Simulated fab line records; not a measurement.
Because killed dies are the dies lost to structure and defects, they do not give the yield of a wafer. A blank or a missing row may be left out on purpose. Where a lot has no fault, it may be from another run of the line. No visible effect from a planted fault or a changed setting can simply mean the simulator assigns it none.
fab line records    flow n5-finfet
record: lots: 4  wafers: 12  last-day: 16
route steps=1938 shown STI_FIN_REVEAL@192 DUMMY_GATE@212 BEOL_M4@1111 PASSIVATION@1936
lots that met no fault: from a run of the same line without faults
start-h: hours from the record's first day to the start of the lot's first wafer shown    wait-h: hours elapsed since this lot's preceding step    " repeats the value in the row above    L1.1+2: a single row standing in for several wafers    - either no value or no given start    * or withheld: withheld    < > ~ a bound
route shown NAME@n: a module of which the file shows steps, and the number in the route of the first    usual: the fault-free wafers' mean and standard deviation    same: alike in all rows    chamber/n: place in a boat    sites: readings site by site    _std_site: the values' standard deviation    _edge_site: outer sites' mean less inner sites'    radius-mm: how far each site lies from the wafer's centre    mask NAME#n: copy n    behind: the tool/chamber that last shaped the wafer    hold: the reason the lot was held/the length of the hold in hours/how it ended    device: names the non-switching transistor (n, p or np)    end of line: the same wafers' tests at the end of the route    step lacking rows: just its recipe    killed: the dies lost at the first sort to structure and to defects; this is not the yield of the wafer    map: a wafer's dies, marking killed ones x, the rest . and places with no die _
set.NAME: the setting the step ran with; set.NAME@STEP: the setting that earlier step ran with    model.NAME: the simulator's own value behind a step, which no gauge read
lots seen at some steps along the route; tables by step, rows by wafer
services: from which hour (start-h, from the record's first day; less than 0 if before it) a tool's chamber was out of use, for how many hours, and why
== steps ==
step: N5_STI_FIN_REVEAL_PRECLEAN_25
recipe: chemistry: SPM  time-s: 90  temp-c: 120  mix: 4:1
step: N5_STI_FIN_REVEAL_PRECLEAN_26
recipe: chemistry: SC1  time-s: 45  temp-c: 46  mix: 1:2:100
step: N5_STI_FIN_REVEAL_PRECLEAN_29
recipe: chemistry: DHF  time-s: 30  temp-c: 25  dilution: 300:1
step: N5_STI_FIN_REVEAL_SRD_12
recipe: time-s: 30  temp-c: 23  rinse-liquid: diw  dry: ipa-marangoni
step: N5_STI_FIN_REVEAL_RECESS_09
recipe: chemistry: HF/NH3  target: SiO2  afs-cycles: 11  target-depth-a: 425  temp-c: 30  sublimation-temp-c: 180  sublimation-time-s: 60
step: N5_STI_FIN_REVEAL_STRIP_16
recipe: chemistry: H3PO4  material: SiNx  temp-c: 165  target-depth-a: 238  overetch-fraction: 0.4964  dry: ipa-marangoni
step: N5_STI_FIN_REVEAL_PRECLEAN_17
recipe: chemistry: NF3:NH3  afs-cycles: 1  temp-c: 30  time-s: 20  sublimation-temp-c: 180  sublimation-time-s: 60  pressure-torr: 3  rf-power-w: 30
step: N5_STI_FIN_REVEAL_ETCH_34
recipe: chemistry: H2  mode: isotropic  material: Si  target: Si  target-depth-a: 9.7  temp-c: 20  pressure-mtorr: 4.5  icp-w: 300  bias-w: 0  h2-flow-sccm: 7.5  he-flow-sccm: 142.5
step: N5_STI_FIN_REVEAL_OXIDATION_31
recipe: chemistry: O2_PLASMA_REMOTE  temp-c: 150  time-s: 20  pressure-mtorr: 1000  source-power-w: 2000  o2-flow-sccm: 3000
step: N5_STI_FIN_REVEAL_PRECLEAN_32
recipe: chemistry: NF3:NH3  afs-cycles: 1  temp-c: 30  time-s: 20  sublimation-temp-c: 180  sublimation-time-s: 60  pressure-torr: 3  rf-power-w: 30
step: N5_STI_FIN_REVEAL_STRIP_35
recipe: chemistry: H3PO4  material: Si3N4  temp-c: 165  target-depth-a: 40  time-s: 39
step: N5_STI_FIN_REVEAL_SRD_21
recipe: dry: ipa-marangoni  time-s: 30  temp-c: 23  rinse-liquid: diw
step: N5_STI_FIN_REVEAL_OXIDATION_33
recipe: chemistry: O2_PLASMA_REMOTE  temp-c: 150  time-s: 20  pressure-mtorr: 1000  source-power-w: 2000  o2-flow-sccm: 3000
usual: chamber-pressure-mTorr: 1000.0/1  drypump-motor-current-A: 5.5/0.46  heater-power-w: 137/28
lot.wafer  tool             chamber  start-h  wait-h  chamber-pressure-mTorr  drypump-motor-current-A  heater-power-w  rf-hours-counter-h
L570.1     plasma-asher-01  1        80.28    0.0     -                       -                        -               -
L570.5     "                1        "        "       -                       -                        -               -
L570.6     "                0        "        "       -                       -                        -               -
L571.1     plasma-asher-02  1        86.11    0.0     -                       -                        -               -
L571.3     "                1        "        "       -                       -                        -               -
L571.5     "                0        "        "       -                       -                        -               -
L578.2     plasma-asher-02  0        126.84   0.0     999.8                   5.7                      160             91
L578.3     "                1        "        "       1001.8                  6.0                      98              -
L578.4     "                0        "        "       999.1                   5.7                      159             -
L583.2     plasma-asher-02  0        157.68   0.0     999.6                   5.7                      162             103
L583.3     "                0        "        "       1000.2                  5.7                      166             -
L583.4     "                1        "        "       1001.1                  6.0                      98              -
step: N5_STI_FIN_REVEAL_CLEAN_19
recipe: chemistry: O3/DIW  temp-c: 25  time-s: 120  o3-ppm: 10
step: N5_STI_FIN_REVEAL_SRD_23
recipe: dry: ipa-marangoni  time-s: 30  temp-c: 23  rinse-liquid: diw
step: N5_STI_FIN_REVEAL_CD_MEAS_22
recipe: target-cd-nm: 6.238  pitch-nm: 28  polarity: line
usual: cd-nm: 6.23/0.24
lot.wafer  tool       chamber  start-h  wait-h  cd-nm
L570.1     cd-sem-01  -        80.44    0.0     6.95
L570.5     "          -        "        "       7.51
L570.6     "          -        "        "       7.29
L571.1     cd-sem-03  -        86.27    0.0     7.27
L571.3     "          -        "        "       7.14
L571.5     "          -        "        "       6.72
L578.2     cd-sem-01  -        127.00   0.0     6.23
L578.3     "          -        "        "       6.22
L578.4     "          -        "        "       6.23
L583.2     cd-sem-01  -        157.84   0.0     6.17
L583.3     "          -        "        "       6.62
L583.4     "          -        "        "       6.24
step: N5_STI_FIN_REVEAL_PRECLEAN_18
recipe: chemistry: SC2  time-s: 45  temp-c: 35  mix: 1:1:50
step: N5_STI_FIN_REVEAL_SRD_28
recipe: dry: ipa-marangoni  time-s: 30  temp-c: 23  rinse-liquid: diw
step: N5_DUMMY_GATE_PRECLEAN_00
recipe: chemistry: O3/DIW  time-s: 60  temp-c: 22  o3-ppm: 10
step: N5_DUMMY_GATE_SRD_01
recipe: time-s: 30  temp-c: 23  rinse-liquid: diw  dry: ipa-marangoni
step: N5_DUMMY_GATE_ALD_02
recipe: material: SiO2  target-thk-a: 20  temp-c: 300  ald-precursor-family: BDEAS  ald-co-reactant: O2-plasma  pulse-time-s: 1  pressure-torr: 2
step: N5_DUMMY_GATE_CVD_03
recipe: material: a-Si  target-thk-a: 1500  temp-c: 530  precursor: SiH4  time-s: 8042
step: N5_DUMMY_GATE_PRECLEAN_46
recipe: chemistry: DIW  time-s: 89.5  temp-c: 23
step: N5_DUMMY_GATE_SRD_47
recipe: dry-time-s: 32  dry: n2-spin  spin-rpm: 1500
step: N5_DUMMY_GATE_CMP_04
recipe: material: a-Si  post-cmp-clean: alkaline-brush
step: N5_DUMMY_GATE_HM_DEP_06
recipe: material: SiNx  target-thk-a: 800  precursor: DCS/NH3  temp-c: 700  pressure-mtorr: 300  time-s: 5141
step: N5_DUMMY_GATE_PECVD_30
recipe: material: SiO2  target-thk-a: 550  temp-c: 400  precursor: TEOS/O2  pressure-torr: 6.5  rf-w: withheld  teos-flow-sccm: withheld  gas: O2  flow-sccm: 2650  time-s: 10.8
step: N5_DUMMY_GATE_COAT_34
recipe: resist: SOC  temp-c: 250  time-s: 60  spin-rpm: 1500  resist-thk-nm: 60
step: N5_DUMMY_GATE_COAT_35
recipe: resist: SiARC  temp-c: 220  time-s: 60  spin-rpm: 1500  resist-thk-nm: 10
step: N5_DUMMY_GATE_COAT_28
recipe: resist: underlayer  temp-c: 205  time-s: 60  spin-rpm: 1500  resist-thk-nm: 10
step: N5_DUMMY_GATE_COAT_09
recipe: resist: CAR-EUV  spin-rpm: 1500  resist-thk-nm: 30
step: N5_DUMMY_GATE_EBR_11
recipe: solvent: PGMEA  ebr-width-mm: 1.5
step: N5_DUMMY_GATE_SOFTBAKE_10
recipe: temp-c: 110  time-s: 60  resist: CAR-EUV
step: N5_DUMMY_GATE_EXPOSE_12
recipe: mask-id: GATE  na: 0.33  source-shape: annular  sigma-inner: 0.2  sigma-outer: 0.6  polarization: unpolarized  target-cd-nm: 25  dose-mj: 34
step: N5_DUMMY_GATE_PEB_13
recipe: peb-temp-c: 100  peb-time-s: 60  resist: CAR-EUV
step: N5_DUMMY_GATE_DEVELOP_14
recipe: develop-time-s: 30  developer: TMAH  resist: CAR-EUV  rinse-liquid: surfactant-rinse  dry: air-spin  dev-temp-c: 23
step: N5_BEOL_M4_RC_MEAS_101
usual: DIBL_N: 35.7/1.3  DIBL_P: 35.4/1.8  IOFF_N: 0.152/0.027  IOFF_N_85C: 3.0/0.44  IOFF_N_LIN: 0.071/0.01  IOFF_N_LONG: 5.5e-05/3.5e-06  IOFF_P: 0.20/0.034  IOFF_P_85C: 3.5/0.49  IOFF_P_LIN: 0.097/0.013  ION_N: 672/9.8  ION_P: 461/7.5  REXT_N: 74.7/1.5  REXT_P: 100.5/2.3  SS_N: 71.4/0.55  SS_P: 73.1/0.61  VT_N: 251/3.3  VT_N_LONG: 275.3/2.4  VT_N_LVT: 100/3.2  VT_P: -251/3.6  VT_P_LVT: -100/3.2
lot.wafer  tool       chamber  start-h  wait-h  DIBL_N[mV/V]  DIBL_P[mV/V]  IOFF_N[nA/um]  IOFF_N_85C[nA/um]  IOFF_N_LIN[nA/um]  IOFF_N_LONG[nA/um]  IOFF_P[nA/um]  IOFF_P_85C[nA/um]  IOFF_P_LIN[nA/um]  ION_N[uA/um]  ION_P[uA/um]  REXT_N[ohm.um]  REXT_P[ohm.um]  SS_N[mV/dec]  SS_P[mV/dec]  VT_N[mV]  VT_N_LONG[mV]  VT_N_LVT[mV]  VT_P[mV]  VT_P_LVT[mV]
L570.1     prober-02  0        209.67   0.0     40.8          43.2          0.331          5.9                0.169              7.8e-05             0.36           5.6                0.180              724           481           69.2            96.3            72.9          74.2          236       266.4          83            -244      -91
L570.5     "          0        "        "       42.7          45.0          0.393          6.9                0.195              7.8e-05             0.43           6.5                0.208              736           496           69.5            94.3            73.0          75.8          233       261.8          82            -240      -88
L570.6     "          0        "        "       42.2          44.7          0.390          6.8                0.191              7.9e-05             0.41           6.3                0.199              724           489           68.9            94.3            73.3          76.2          232       262.9          82            -241      -89
L571.1     prober-02  0        218.32   0.4     41.1          42.6          0.330          5.7                0.159              6.9e-05             0.37           5.9                0.184              734           492           68.3            91.9            72.9          75.0          239       264.9          87            -244      -92
L571.3     "          0        "        "       42.0          43.3          0.350          6.0                0.163              6.8e-05             0.39           6.1                0.188              720           485           68.1            93.2            73.1          75.6          239       266.8          88            -239      -93
L571.5     "          0        "        "       40.0          40.3          0.264          4.7                0.128              6.9e-05             0.31           5.1                0.161              702           479           68.3            91.9            73.5          73.9          242       267.8          92            -244      -95
L578.2     prober-01  0        256.24   0.2     38.1          37.4          0.178          3.4                0.079              5.3e-05             0.22           3.8                0.099              667           456           75.7            100.1           71.9          74.0          248       273.8          100           -251      -102
L578.3     "          0        "        "       37.8          36.4          0.179          3.4                0.078              5.5e-05             0.20           3.6                0.093              676           455           74.9            100.6           72.1          74.4          249       274.1          98            -253      -102
L578.4     "          0        "        "       35.4          34.7          0.144          2.8                0.067              5.5e-05             0.17           3.1                0.084              678           452           74.3            100.1           71.8          72.4          249       275.3          101           -255      -104
L583.2     prober-02  0        281.75   0.8     36.6          36.9          0.156          3.1                0.074              5.2e-05             0.19           3.4                0.090              670           456           75.4            96.8            71.6          73.8          249       277.2          100           -252      -101
L583.3     "          0        "        "       35.5          35.8          0.146          2.9                0.069              5.2e-05             0.17           3.0                0.080              668           451           75.1            99.1            71.1          72.8          249       278.9          99            -257      -102
L583.4     "          0        "        "       33.7          33.4          0.118          2.5                0.058              5.2e-05             0.14           2.7                0.072              657           449           74.3            99.1            71.7          72.6          251       275.4          103           -258      -104
step: N5_PASSIVATION_PROBE_49
usual: defect-limited-yield: 91.5/1.3  killed_at_M0_to_M3: 33/11  killed_at_M4_up: 14/5.3  killed-at-contacts: 11/6.3  killed-at-front-end: 38/10  killed-at-other: 3.7/2.8  killed-dies: 101/16  killed-open: 67/12  killed-short: 32/7.4  sort_bin_4_leakage: 0/0  sort_bin_5_function: 5.0/0.86  sort_bin_6_memory: 3.2/0.69  sort-n-pass: 1079/16  sort-yield-pct: 91.5/1.3
same: gross-dies: 1180  killed-at-back-side: 0  sort_bin_8_speed[%]: 0
lot.wafer  tool       chamber  start-h  wait-h  defect-limited-yield[%]  killed_at_M0_to_M3  killed_at_M4_up  killed-at-contacts  killed-at-front-end  killed-at-other  killed-dies  killed-open  killed-short  sort_bin_4_leakage[%]  sort_bin_5_function[%]  sort_bin_6_memory[%]  sort-n-pass  sort-yield-pct[%]
L570.1     prober-02  -        306.15   0.0     92.8                     12                  26               7                   38                   2                85           57           27            2.88                   4.4                     2.4                   1061         89.9
L570.5     prober-02  -        306.35   0.2     89.9                     34                  21               15                  48                   1                119          80           37            14.66                  5.8                     4.0                   888          75.3
L570.6     prober-02  -        306.40   0.3     90.0                     22                  26               8                   62                   0                118          74           40            11.44                  5.7                     3.8                   927          78.6
L571.1     prober-01  -        317.86   0.0     90.4                     23                  12               29                  47                   2                113          65           47            2.03                   5.1                     3.9                   1043         88.4
L571.3     prober-01  -        317.96   0.1     89.3                     49                  18               22                  33                   4                126          75           51            5.17                   6.9                     3.2                   993          84.2
L571.5     prober-01  -        318.06   0.2     90.3                     28                  17               24                  44                   2                115          72           42            0.34                   6.0                     3.4                   1061         89.9
L578.2     prober-01  -        356.46   0.1     91.4                     22                  14               6                   54                   5                101          62           37            0                      4.8                     3.2                   1079         91.4
L578.3     prober-01  -        356.51   0.1     91.9                     20                  13               5                   50                   7                95           66           27            0                      5.5                     2.0                   1085         91.9
L578.4     prober-01  -        356.56   0.2     92.7                     23                  10               8                   44                   1                86           60           25            0                      4.2                     3.0                   1094         92.7
L583.2     prober-01  -        386.35   0.1     93.1                     21                  18               9                   31                   3                82           52           30            0                      3.9                     3.0                   1098         93.1
L583.3     prober-01  -        386.40   0.1     91.1                     31                  25               18                  26                   5                105          70           33            0                      4.9                     3.8                   1075         91.1
L583.4     prober-01  -        386.45   0.2     93.5                     19                  15               11                  31                   1                77           60           16            0                      4.4                     1.9                   1103         93.5
killed by level:class
L570.1 BEOL_M4:geometric-particle:open=16 FIN_SAQP:geometric-particle:short=9 MOL_CONTACT_COAG:geometric-particle:open=7 FIN_SAQP:geometric-particle:open=6 DUMMY_GATE:geometric-particle:open=6 BEOL_M2:geometric-particle:open=5 BEOL_M4:geometric-particle:short=3 STARTING-WAFER:geometric-particle:short=3
L570.5 MOL_CONTACT_COAG:geometric-particle:open=13 FIN_SAQP:geometric-particle:open=9 GATE_CUT:geometric-particle:short=9 DUMMY_GATE:geometric-particle:open=8 BEOL_M2:geometric-particle:open=8 FIN_SAQP:geometric-particle:short=7 BEOL_M5:geometric-particle:open=7 BEOL_M1:geometric-particle:open=7
L570.6 FIN_SAQP:geometric-particle:open=18 BEOL_M4:geometric-particle:open=16 FIN_SAQP:geometric-particle:short=11 GATE_CUT:geometric-particle:short=10 BEOL_M0:geometric-particle:open=6 BEOL_M3:geometric-particle:open=6 STI_FIN_REVEAL:geometric-particle:open=6 MOL_CONTACT_COAG:geometric-particle:open=6
L571.1 MOL_CONTACT_COAG:geometric-particle:open=21 FIN_SAQP:geometric-particle:short=14 STI_FIN_REVEAL:geometric-particle:open=9 MOL_CONTACT_COAG:geometric-particle:short=8 BEOL_M0_SAQP:geometric-particle:open=8 BEOL_M0_SAQP:geometric-particle:short=6 FIN_SAQP:geometric-particle:open=5 BEOL_M5:geometric-particle:open=5
L571.3 MOL_CONTACT_COAG:geometric-particle:open=17 BEOL_M0_SAQP:geometric-particle:open=12 BEOL_M0_SAQP:geometric-particle:short=11 BEOL_M4:geometric-particle:open=9 STI_FIN_REVEAL:geometric-particle:open=7 BEOL_M2:geometric-particle:open=7 BEOL_M3:geometric-particle:open=7 STARTING-WAFER:geometric-particle:short=6
L571.5 MOL_CONTACT_COAG:geometric-particle:open=16 STI_FIN_REVEAL:geometric-particle:open=15 MOL_CONTACT_COAG:geometric-particle:short=8 BEOL_M0_SAQP:geometric-particle:open=8 FIN_SAQP:geometric-particle:short=7 BEOL_M0_SAQP:geometric-particle:short=6 FIN_SAQP:geometric-particle:open=5 BEOL_M4:geometric-particle:open=5
L578.2 FIN_SAQP:geometric-particle:open=18 FIN_SAQP:geometric-particle:short=12 STI_FIN_REVEAL:geometric-particle:open=9 MOL_CONTACT_COAG:geometric-particle:open=6 BEOL_M1:geometric-particle:open=5 BEOL_M4:geometric-particle:short=5 BEOL_M0_SAQP:geometric-particle:short=4 BEOL_M2:geometric-particle:open=4
L578.3 FIN_SAQP:geometric-particle:open=16 STI_FIN_REVEAL:geometric-particle:open=11 FIN_SAQP:geometric-particle:short=8 BEOL_M2:geometric-particle:open=8 STARTING-WAFER:geometric-particle:short=5 MOL_CONTACT_COAG:geometric-particle:open=5 BEOL_M0_SAQP:geometric-particle:open=5 BEOL_M4:geometric-particle:open=4
L578.4 STI_FIN_REVEAL:geometric-particle:open=13 FIN_SAQP:geometric-particle:short=10 FIN_SAQP:geometric-particle:open=9 BEOL_M3:geometric-particle:open=9 MOL_CONTACT_COAG:geometric-particle:open=6 BEOL_M2:geometric-particle:open=6 BEOL_M0_SAQP:geometric-particle:open=5 STI_FIN_REVEAL:geometric-particle:short=3
L583.2 MOL_CONTACT_COAG:geometric-particle:open=8 GATE_CUT:geometric-particle:short=6 BEOL_M4:geometric-particle:open=6 FIN_SAQP:geometric-particle:open=5 SPACER0:geometric-particle:short=5 BEOL_M0_SAQP:geometric-particle:short=5 BEOL_M2:geometric-particle:open=5 BEOL_M0_SAQP:geometric-particle:open=4
L583.3 BEOL_M4:geometric-particle:open=13 MOL_CONTACT_COAG:geometric-particle:open=13 STARTING-WAFER:geometric-particle:open=7 MOL_CONTACT_COAG:geometric-particle:short=5 BEOL_M2:geometric-particle:open=5 BEOL_M3:geometric-particle:open=5 BEOL_M3:geometric-particle:short=5 BEOL_M5:geometric-particle:open=5
L583.4 MOL_CONTACT_COAG:geometric-particle:open=9 BEOL_M2:geometric-particle:open=9 FIN_SAQP:geometric-particle:open=6 FIN_SAQP:geometric-particle:short=5 DUMMY_GATE:geometric-particle:open=5 BEOL_M5:geometric-particle:open=5 BEOL_M0_SAQP:geometric-particle:open=4 STARTING-WAFER:geometric-particle:open=4
map L570.5 (x killed, . not)
_________________............________________
______________...x......x...x..._____________
___________x......x.......x...xx...__________
__________....x...x....x............_________
________.....x.x...........xx........._______
_______.x....x......x........x......x..______
______.........x.......xx..x............_____
_____..............x.............x.x.....____
____....x.......x.x...........x...........___
___...x.....x........x.....................__
___........................x...............__
__x............x................x........x.._
__.....x....x....xx........................._
_.....x........x.x.............x......x......
_x.....x........x...xx.x.....................
_.x....x...x..........x..........x.....x..xx.
_....x.................x......x...x..........
_................x.............xx......x.....
_....x.......................................
_....x...x..............x.........x...x..xx..
_......x..x.......................x......x..x
__...x.x..........x......xx...x...x........._
__...x............x.....x.x................._
___............x.x.....x.................x.__
___.........................x.....xx.......__
____...........x.x........................___
_____xx......xx..........................____
______.................................._____
_______.................x...........x..______
________..........xx.....x...x........_______
__________x.................x......._________
___________...............x........__________
______________.........x.x......_____________
_________________...x........________________
map L571.3 (x killed, . not)
_________________x...........________________
______________.x.....x.........x_____________
___________....x..........x...x....__________
__________......x..........x........_________
________x........x...........x........_______
_______....x...xxxx....................______
______..x..........x.....x......xx......_____
_____...................x....xxx...x.....____
____.................x....x...........x...___
___.......x......x........x................__
___x....x.....x....x..............x........__
__...........x.............xx..............x_
__............x........x.................x.._
_......x...........x.x................x....x.
_.............x..x......x.x.................x
_..xx.....................................x..
_..xx.x...............................x......
_................x.....x....x.x............x.
_.........x.....x................x...x.......
_x..x....x..x............x..x............x...
_.....x...........x.x.x.......x..........xx..
__..........x..............................._
__........x........x.............x.x..x....._
___....x...x.....................x.x.x....x__
___.....x..........x.x...xx................__
____..........................x...x.....xx___
_____.x......x........x..................____
______....................xx..........x._____
_______...x............................______
________x..x.............x..x..x....x._______
__________....xx.....x.............._________
___________........................__________
______________..x..x............_____________
_________________....x....x..________________
== services ==
tool             chamber  start-h  hours  kind
plasma-asher-02  -        97.39    8.7    pm
plasma-asher-02  -        111.70   0.6    repair
== key ==
first-sign: step: N5_STI_FIN_REVEAL_OXIDATION_33  reading: tool-record  direction: missing
effect: step: N5_STI_FIN_REVEAL_CD_MEAS_22  reading: cd-nm  direction: up  sigmas: 3.8  usual: 6.23  struck: 7.15
effect: step: N5_BEOL_M4_RC_MEAS_101  reading: IOFF_N_LIN  direction: up  sigmas: 9.4  usual: 0.071  struck: 0.168
effect: step: N5_BEOL_M4_RC_MEAS_101  reading: IOFF_N  direction: up  sigmas: 7.2  usual: 0.152  struck: 0.343
effect: step: N5_BEOL_M4_RC_MEAS_101  reading: IOFF_P_LIN  direction: up  sigmas: 6.8  usual: 0.097  struck: 0.187
effect: step: N5_BEOL_M4_RC_MEAS_101  reading: IOFF_N_85C  direction: up  sigmas: 6.8  usual: 3.0  struck: 6.0
effect: step: N5_BEOL_M4_RC_MEAS_101  reading: IOFF_N_LONG  direction: up  sigmas: 5.4  usual: 5.5e-05  struck: 7.3e-05
effect: step: N5_BEOL_M4_RC_MEAS_101  reading: ION_N  direction: up  sigmas: 5.2  usual: 672  struck: 724
effect: step: N5_BEOL_M4_RC_MEAS_101  reading: IOFF_P  direction: up  sigmas: 5.2  usual: 0.20  struck: 0.38
effect: step: N5_BEOL_M4_RC_MEAS_101  reading: IOFF_P_85C  direction: up  sigmas: 4.9  usual: 3.5  struck: 5.9
effect: step: N5_BEOL_M4_RC_MEAS_101  reading: VT_N_LVT  direction: down  sigmas: 4.5  usual: 100  struck: 86
effect: step: N5_BEOL_M4_RC_MEAS_101  reading: DIBL_P  direction: up  sigmas: 4.4  usual: 35.4  struck: 43.2
effect: step: N5_BEOL_M4_RC_MEAS_101  reading: DIBL_N  direction: up  sigmas: 4.4  usual: 35.7  struck: 41.5
effect: step: N5_BEOL_M4_RC_MEAS_101  reading: VT_N_LONG  direction: down  sigmas: 4.3  usual: 275.3  struck: 265.1
effect: step: N5_PASSIVATION_PROBE_49  reading: sort_bin_4_leakage  direction: up  sigmas: 72  usual: 0  struck: 6.09
met-at N5_STI_FIN_REVEAL_OXIDATION_33
struck-wafers L570.1,L570.5,L570.6,L571.1,L571.3,L571.5
fault: kind: skipped-step-whole  tool: plasma-asher-01,plasma-asher-02  chamber: -  onset-h: 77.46  steps: N5_STI_FIN_REVEAL_OXIDATION_33  scope: struck-lots-only
